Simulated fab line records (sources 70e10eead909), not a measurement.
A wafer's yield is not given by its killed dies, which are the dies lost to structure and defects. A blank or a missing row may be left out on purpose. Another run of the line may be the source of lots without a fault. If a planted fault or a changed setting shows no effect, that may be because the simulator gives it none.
Problem report, 8D (eight disciplines) form, completed by code / flow nand_harc / the parts of the form that need people (team, actions taken, sign-off) are left out

1. PROBLEM STATEMENT
Mean of thk_nm at NHARC_A_ONON_D2_THK_MEAS_27: 1175 nm across 6 wafers in 2 lots; on wafers with no fault it is 998 nm (standard deviation 13). That is +14 standard deviations from the usual mean.
The step: measures by ellipsometry.
The first sign was on wafer L590.1 at day 19 11:21, on film_metro-01. The record holds 36 wafers of 12 lots with a number at this step. Rule for "out" (also "out of limits"): further than 4 standard deviations from the usual mean. All remaining wafers that have a number are taken as sound.

2. WHAT IT IS, AND WHAT IT ISN'T
question=which readings at this step | is=thk_nm | is not=-
question=which lots | is=L590, L591 | is not=L577, L580, L581, L582, L583, L584, L585, L587, L589, L597
question=which wafers of those lots | is=all that have a number | is not=-
question=read on which gauges | is=film_metro-01 | is not=film_metro-02
question=when | is=from day 19 11:21 | is not=up to then (27 sound wafers); but 3 sound wafers of L597 came after

3. WHAT RULES OUT EACH SUSPECT
Counting: a tool stays on the suspect list if, at a process step up to the reading, it processed all lots that are out and no sound lot following the first of them.
- ruled out: the gauge at NHARC_A_ONON_D2_THK_MEAS_27. All the wafers that are out were read on film_metro-01, but those of them that NHARC_END_SORT_01 has rows for are out there too, on other tools.
- pecvd_onon-02 at NHARC_A_ONON_D2_DEP_25 (target thk 1000 nm): kept. It processed each lot that is out, first L590 at day 19 10:51, and no sound lot thereafter; up to then, the last sound lot it processed was L589 at day 18 22:22.
Left after counting: pecvd_onon-02 at NHARC_A_ONON_D2_DEP_25.

4. THE CAUSE (what the simulator had put in)
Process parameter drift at NHARC_A_ONON_D2_DEP_25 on pecvd_onon-02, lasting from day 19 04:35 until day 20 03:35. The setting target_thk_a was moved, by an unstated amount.
Counting left only this tool.

5. THE EFFECT CHAIN, in route order
Each row: a reading where the mean over the struck wafers with a number is more than 3 standard deviations away from the usual. Only readings whose record carries a usual standard deviation are examined. hours: median over the lots of the time between each lot's start at the first step of this table that gives one and its start at this step. sigmas: the change, counted in usual standard deviations.
hours=0; step=NHARC_A_ONON_D2_THK_MEAS_27; reading=thk_nm; usual=998 nm; on struck wafers=1175; change=+177; sigmas=+14
hours=276; step=NHARC_END_SORT_01; reading=killed_at_array; usual=61; on struck wafers=672; change=+612; sigmas=+24
hours=276; step=NHARC_END_SORT_01; reading=killed_dies; usual=66; on struck wafers=677; change=+611; sigmas=+24

6. WHAT WOULD HAVE CAUGHT IT SOONER
In this record the first reading out of limits at a measuring or inspecting step was taken at day 19 11:21, 7 hours after the fault began at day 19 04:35.
An alarm limit of 4 standard deviations would not have fired on the tool readings at NHARC_A_ONON_D2_DEP_25 for which the record gives a usual standard deviation, since none of them was out on any struck wafer.
Lots out: 2; of these, L591 started NHARC_A_ONON_D2_DEP_25 on pecvd_onon-02 after day 19 11:21. Had the tool been put on hold then, it would have been spared.
